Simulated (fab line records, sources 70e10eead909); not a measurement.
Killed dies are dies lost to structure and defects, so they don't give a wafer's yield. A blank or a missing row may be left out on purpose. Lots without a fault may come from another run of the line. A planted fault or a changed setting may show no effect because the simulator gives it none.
A struck lot beside a sound one | flow nand_harc | 14 steps out of a route of 1159
Sound: wafers L432.2, L432.3, L432.5. Struck: wafers L428.1, L428.2, L428.6. The cause comes at the end.
At each step with rows: each side's tool, then ch and its chambers, then its first start. Under that, the readings that differ: sound wafers | struck wafers | difference of the means | sigmas: that difference in standard deviations of wafers without a fault.
alike: readings whose means differ by less than 2 such deviations, and words and numbers that are the same on both sides. not compared: withheld readings, readings that some wafer has no value for, bounds like >300 that may hide the same value, and numbers for which the record gives no deviation and whose values overlap.
The two part at a step that has a row with sigmas, a row that says differs or no value, or rows on one side only. Numbers that don't overlap but have no deviation are shown without sigmas and don't part them. A reading that every wafer of one side lacks parts them only if that side has two wafers or more.

first, 5 steps without rows for these wafers: NHARC_A_STAIRCASE_EXPOSE_181 (exposes mask STAIR 2); NHARC_A_STAIRCASE_PEB_182 (peb time 130 s); NHARC_A_STAIRCASE_DEVELOP_183 (time 140 s); NHARC_A_STAIRCASE_HARDBAKE_185 (time 140 s); NHARC_A_STAIRCASE_DESCUM_186 (chemistry O2, time 3 s).
NHARC_A_STAIRCASE_TRIM_187: chemistry O2, time 211.2 s.
  sound on rie_diel-07 ch 2,3, day 15 10:44; struck on rie_diel-04 ch 2,3, day 14 14:49
  alike: chamber_pressure_mTorr, drypump_motor_current_A, oes_product_au, rf_vpp_V, showerhead_plenum_p_Torr, throttle_valve_pct
  not compared: rf_hours_counter_h
then, 1 step without rows for these wafers: NHARC_A_STAIRCASE_ETCH_188 (etches the open film in C4F8/O2, target depth 100 nm, time 40.5 s).
NHARC_A_STAIRCASE_TRIM_189: chemistry O2, time 211.2 s.
  sound on rie_diel-07 ch 0,3; struck on rie_diel-04 ch 2,3
  reading               | sound             | struck            | difference | sigmas
  oes_product_au (a.u.) | 1.005 1.014 1.016 | 0.984 1.000 0.986 | -0.022     | -3
  alike: chamber_pressure_mTorr, drypump_motor_current_A, rf_vpp_V, showerhead_plenum_p_Torr, throttle_valve_pct
  not compared: rf_hours_counter_h
NHARC_A_STAIRCASE_ETCH_190: etches the open film in C4F8/O2, target depth 100 nm, time 40.5 s.
  sound on rie_diel-07 ch 0,2,3; struck on rie_diel-04 ch 1,2
  alike: oes_product_au, rf_vpp_V
  not compared: rf_hours_counter_h
then, 1 step without rows for these wafers: NHARC_A_STAIRCASE_TRIM_191 (chemistry O2, time 211.2 s).
NHARC_A_STAIRCASE_ETCH_192: etches the open film in C4F8/O2, target depth 100 nm, time 40.5 s.
  sound on rie_diel-07 ch 0,3; struck on rie_diel-04 ch 0,2,3
  alike: oes_product_au, rf_vpp_V
  not compared: rf_hours_counter_h
NHARC_A_STAIRCASE_TRIM_193: chemistry O2, time 211.2 s.
  sound on rie_diel-07 ch 0,2, day 15 12:32; struck on rie_diel-04 ch 2,3, day 14 15:30
  no value came back on the struck wafers for any of 7 readings (bias_w (W), chamber_pressure_mTorr (mTorr) and others); on the sound wafers bias_w (W) reads 0 0 0
  not compared: rf_hours_counter_h
NHARC_A_STAIRCASE_ETCH_194: etches the open film in C4F8/O2, target depth 100 nm, time 40.5 s.
  sound on rie_diel-07 ch 0,1,3; struck on rie_diel-04 ch 0,1,3
  alike: oes_product_au, rf_vpp_V
  not compared: rf_hours_counter_h
-- the record jumps here: 9 days lie between the struck wafers' starts before and after (it left off in module A_STAIRCASE and takes up again in module END, whose first step shown is number 1159 of the route) --
NHARC_END_SORT_01:
  sound on prober-02 ch 0, day 23 22:31; struck on prober-01 ch 0, day 23 05:04
  reading         | sound    | struck                                                               | difference                   | sigmas
  hold            | - - -    | await_dispo/1.2h/scrap await_dispo/1.2h/scrap await_dispo/1.2h/scrap | no value on the sound wafers |
  killed_at_array | 21 26 24 | 673 674 673                                                          | +650                         | +54
  killed_dies     | 25 31 33 | 677 677 677                                                          | +647                         | +59
  alike: killed_at_other, killed_at_periphery, killed_open, killed_short

WHERE THEY PART
First at NHARC_A_STAIRCASE_TRIM_189; last, within this record, at NHARC_END_SORT_01.

WHY: what the simulator had put in
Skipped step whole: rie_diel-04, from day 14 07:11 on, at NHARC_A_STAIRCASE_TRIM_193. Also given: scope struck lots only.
